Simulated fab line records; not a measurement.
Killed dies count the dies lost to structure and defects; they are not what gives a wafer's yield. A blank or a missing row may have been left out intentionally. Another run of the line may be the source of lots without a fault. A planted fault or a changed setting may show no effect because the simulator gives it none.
Matching of chambers ; flow n5-finfet ; 4 sister chambers for N5_MOL_CONTACT_COAG_CMP_28 on cmp-02
The step polishes, stops on SiNx, t overpolish 0.85 s, target thk 14.522 nm. 27 wafers are shown with their chamber, then 12 later ones without.

## WAFERS PAIRED WITH THEIR CHAMBERS
wafer;chamber;motor-current-A (A);time-to-endpoint-s (s);slurry-filter-dp-kPa (kPa)
L074.1;0;13.6;7.2;13.76
L074.3;1;13.2;8.7;13.74
L074.6;1;13.7;6.6;13.28
L075.1;2;13.1;6.8;13.65
L075.4;0;13.6;6.2;13.37
L075.5;1;13.1;7.5;13.66
L077.2;3;11.6;5.0;13.57
L077.3;0;12.8;4.1;13.76
L077.6;0;13.7;6.2;13.48
L081.2;1;12.4;9.6;13.13
L081.3;3;11.0;5.9;13.62
L081.6;0;13.0;5.8;13.58
L080.3;2;12.7;6.2;13.52
L080.4;0;13.6;5.6;13.39
L080.5;2;13.4;7.6;13.57
L082.3;1;12.8;6.0;13.53
L082.5;1;13.6;5.9;13.43
L082.6;0;13.0;2.5;13.97
L083.2;1;13.8;10.1;13.37
L083.3;3;11.6;6.8;13.56
L083.5;0;13.9;5.2;13.17
L089.1;2;13.8;6.6;13.55
L089.3;0;13.5;5.1;13.46
L089.5;2;13.6;7.3;13.62
L092.1;2;13.5;6.6;13.25
L092.2;0;13.4;3.9;13.52
L092.3;3;11.5;2.3;13.63

SIGNATURES (averages over the wafers above)
reading;chamber 0;chamber 1;chamber 2;chamber 3;scatter within a chamber
motor-current-A;13.410;13.229;13.350;11.425;0.404
time-to-endpoint-s;5.180;7.771;6.850;5.000;1.43
slurry-filter-dp-kPa;13.5460;13.4486;13.5267;13.5950;0.193
Rule: for a wafer and a chamber, the distance is found by dividing, reading by reading, the gap between the wafer's reading and the chamber's mean by the reading's scatter, squaring, summing and taking the root. The wafer belongs to the nearest chamber; if the next one is less than 2 further off, it can't be placed. The scatter: take each reading less its chamber's mean, square it, sum over the shown wafers, divide by the number of wafers less the number of chambers, and take the root.

## WAFERS MISSING THEIR CHAMBER
wafer;motor-current-A (A);time-to-endpoint-s (s);slurry-filter-dp-kPa (kPa)
L093.2;13.7;1.3;13.42
L093.4;13.3;6.1;13.51
L093.5;14.1;4.6;13.55
L094.1;13.1;1.8;13.63
L094.4;13.4;9.4;13.64
L094.5;11.6;3.8;13.65
L095.2;13.5;5.7;13.38
L095.5;11.2;3.7;13.56
L095.6;13.4;4.6;13.43
L096.2;13.0;3.0;13.26
L096.4;11.5;4.1;13.41
L096.5;13.9;6.0;13.41

## WHICH CHAMBER EACH ONE RAN IN
wafer;from the rows above;in truth
L093.2;can't be placed: 0 or 2 or 1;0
L093.4;can't be placed: 2 or 0 or 1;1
L093.5;can't be placed: 0 or 2 or 1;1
L094.1;can't be placed: 0 or 2 or 1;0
L094.4;can't be placed: 1 or 2 or 0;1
L094.5;3;3
L095.2;can't be placed: 0 or 2 or 1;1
L095.5;3;3
L095.6;can't be placed: 0 or 2 or 1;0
L096.2;can't be placed: 0 or 2 or 1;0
L096.4;3;3
L096.5;can't be placed: 0 or 2 or 1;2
Correct placement for 3 of the 12. Cannot be placed on the basis of these rows: 9; the candidates contain the true chamber in 9. Wrongly placed: 0.
